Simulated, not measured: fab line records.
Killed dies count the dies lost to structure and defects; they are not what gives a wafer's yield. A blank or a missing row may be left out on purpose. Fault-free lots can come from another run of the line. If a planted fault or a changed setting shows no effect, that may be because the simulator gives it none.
Matching of chambers + flow n5_finfet + rie_diel-05 running N5_BEOL_M2_ETCH_74: 4 sister chambers
The step etches underlayer in N2/H2, target depth 6.5 nm, time 5.2 s. 4 wafers are shown with their chamber, then 10 later ones without.

WAFERS, EACH WITH ITS CHAMBER
| wafer  | chamber | showerhead_plenum_p_Torr (Torr) |
|--------|---------|---------------------------------|
| L085.4 | 1       | 2.60                            |
| L086.4 | 3       | 2.59                            |
| L088.4 | 2       | 2.68                            |
| L090.4 | 0       | 2.43                            |

WAFERS WITHOUT THEIR CHAMBER
| wafer  | showerhead_plenum_p_Torr (Torr) |
|--------|---------------------------------|
| L090.6 | 2.68                            |
| L095.2 | 2.59                            |
| L095.3 | 2.68                            |
| L095.4 | 2.58                            |
| L092.4 | 2.58                            |
| L092.5 | 2.58                            |
| L092.6 | 2.42                            |
| L097.1 | 2.42                            |
| L097.2 | 2.67                            |
| L097.3 | 2.58                            |

EACH ONE'S CHAMBER
| wafer  | from the rows above     | in truth |
|--------|-------------------------|----------|
| L090.6 | 2                       | 2        |
| L095.2 | can't be placed: 3 or 1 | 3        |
| L095.3 | 2                       | 2        |
| L095.4 | can't be placed: 3 or 1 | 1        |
| L092.4 | can't be placed: 3 or 1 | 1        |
| L092.5 | can't be placed: 3 or 1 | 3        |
| L092.6 | 0                       | 0        |
| L097.1 | 0                       | 0        |
| L097.2 | 2                       | 2        |
| L097.3 | can't be placed: 3 or 1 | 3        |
Correct placement for 5 of the 10. Cannot be placed on the basis of these rows: 5; the candidates contain the true chamber in 5. Number placed wrongly: 0.
How it was worked out, from the rows above alone: a wafer's distance from a chamber is the root of the sum, over the readings, of the square of ((its reading less the chamber's mean) divided by the reading's scatter). The wafer belongs to the nearest chamber; if the next one is less than 2 further off, it can't be placed. A chamber's mean is the mean of its shown wafers. The scatter (one wafer shown for each chamber): square how far every hidden wafer sits from the nearest shown wafer, average those squares and take the square root.
